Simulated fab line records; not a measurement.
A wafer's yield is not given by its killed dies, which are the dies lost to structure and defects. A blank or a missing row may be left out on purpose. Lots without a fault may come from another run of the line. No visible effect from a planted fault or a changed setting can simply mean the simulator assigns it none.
8D (eight disciplines) problem report, filled in by code / flow n5_finfet / the parts of the form that need people (team, actions taken, sign-off) are left out

1. PROBLEM STATEMENT
A mean of 105.4 nm is read at N5_BEOL_M10_OCD_MEAS_38 for trench_depth_nm, taken on 1 wafer of 1 lot, against 148.4 nm (standard deviation 1.8) on wafers free of any fault. Relative to the usual mean, that is a shift of -24 standard deviations.
First observed at day 12 08:41: wafer L895.6, on ocd-02. At this step, 8 wafers from 3 lots have a number in the record. By rule, "out" or "out of limits" means more than 4 standard deviations away from the usual mean. The rest of the wafers with a number are treated as sound.

2. WHAT IT IS, WHAT IT ISN'T
question=which readings at this step | is=trench_depth_nm | is not=-
question=which lots | is=L895 | is not=L886, L907
question=which wafers of those lots | is=L895.6 | is not=L895.5
question=read on which gauges | is=ocd-02 | is not=ocd-01
question=when | is=from day 12 08:41 | is not=up to then (4 sound wafers); but 3 sound wafers of L907 came after

3. SUSPECTS, AND WHAT RULES EACH OUT
Counting: a tool at a process step up to the reading stays a suspect if it ran every lot that is out. Sound lots after the first of them don't rule it out here, since some wafers of a struck lot are sound.
- the gauge at N5_BEOL_M10_OCD_MEAS_38: ruled out. All the wafers that are out were read on ocd-02, but those of them that N5_BEOL_M10_THK_MEAS_53 has rows for are out there too, on other tools.
- rie_diel-06 at N5_BEOL_M10_TRENCH_ETCH_37 (etches SiCOH lowk in C4F6/O2, target depth 148.83 nm, time 48 s): kept. It ran the lot that is out, L895 (day 12 08:31); its last sound lot up to then is L886 (day 10 05:23).
- The sound lot-mates ran in chamber 3 of rie_diel-06 at N5_BEOL_M10_TRENCH_ETCH_37, but the wafers that are out ran in chamber 2.
The count leaves rie_diel-06 at N5_BEOL_M10_TRENCH_ETCH_37.

4. THE CAUSE (what the simulator had put in)
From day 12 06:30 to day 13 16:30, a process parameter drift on rie_diel-06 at N5_BEOL_M10_TRENCH_ETCH_37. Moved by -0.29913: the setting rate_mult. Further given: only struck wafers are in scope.
Only this tool survived the counting.

5. THE CHAIN OF EFFECTS, in route order
Rows list readings where the struck wafers' mean (over those with a number) sits beyond 3 standard deviations from the usual. Scope: only readings with a usual standard deviation given in the record; hours: median across lots of the time from each lot's start at the first step in this table that gives one to its start at this step; sigmas: change in usual standard deviations.
hours=0; step=N5_BEOL_M10_OCD_MEAS_38; reading=trench_depth_nm; usual=148.4 nm; on struck wafers=105.4; change=-43.0; sigmas=-24
hours=2; step=N5_BEOL_M10_THK_MEAS_53; reading=M10_THK; usual=135.4 nm; on struck wafers=92.7; change=-42.7; sigmas=-20
hours=2; step=N5_BEOL_M10_RS_MEAS_57; reading=M10_RS; usual=0.1513 ohm/sq; on struck wafers=0.2287; change=+0.0774; sigmas=+30
hours=40; step=N5_BEOL_M15_RC_MEAS_101; reading=COMB_M5_max_site; usual=5.1e-11 S/m; on struck wafers=9.0e-11; change=+3.9e-11; sigmas=+3.5
hours=40; step=N5_BEOL_M15_RC_MEAS_101; reading=COMB_M8; usual=2.6e-11 S/m; on struck wafers=4.5e-11; change=+1.9e-11; sigmas=+3.5
hours=40; step=N5_BEOL_M15_RC_MEAS_101; reading=SERP_M10; usual=3.05 ohm/um; on struck wafers=4.62; change=+1.57; sigmas=+22
hours=40; step=N5_BEOL_M15_RC_MEAS_101; reading=SERP_M10_max_site; usual=3.15 ohm/um; on struck wafers=4.69; change=+1.54; sigmas=+19
Readings that are blank on the struck wafers while sound wafers have them: pad_life_wafers at N5_BEOL_M10_CMP_52.

6. WHAT WOULD HAVE CAUGHT IT SOONER
The first out-of-limits reading at a measuring or inspecting step in this record came at day 12 08:41, 2 hours after the fault's start at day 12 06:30.
An alarm limit of 4 standard deviations would not have fired on the tool readings at N5_BEOL_M10_TRENCH_ETCH_37 for which the record gives a usual standard deviation, since none of them was out on any struck wafer.
By day 12 08:41 the whole set of lots that are out, 1 in number, had already begun N5_BEOL_M10_TRENCH_ETCH_37 on rie_diel-06. Had the tool been put on hold then, not one of them would have been saved.
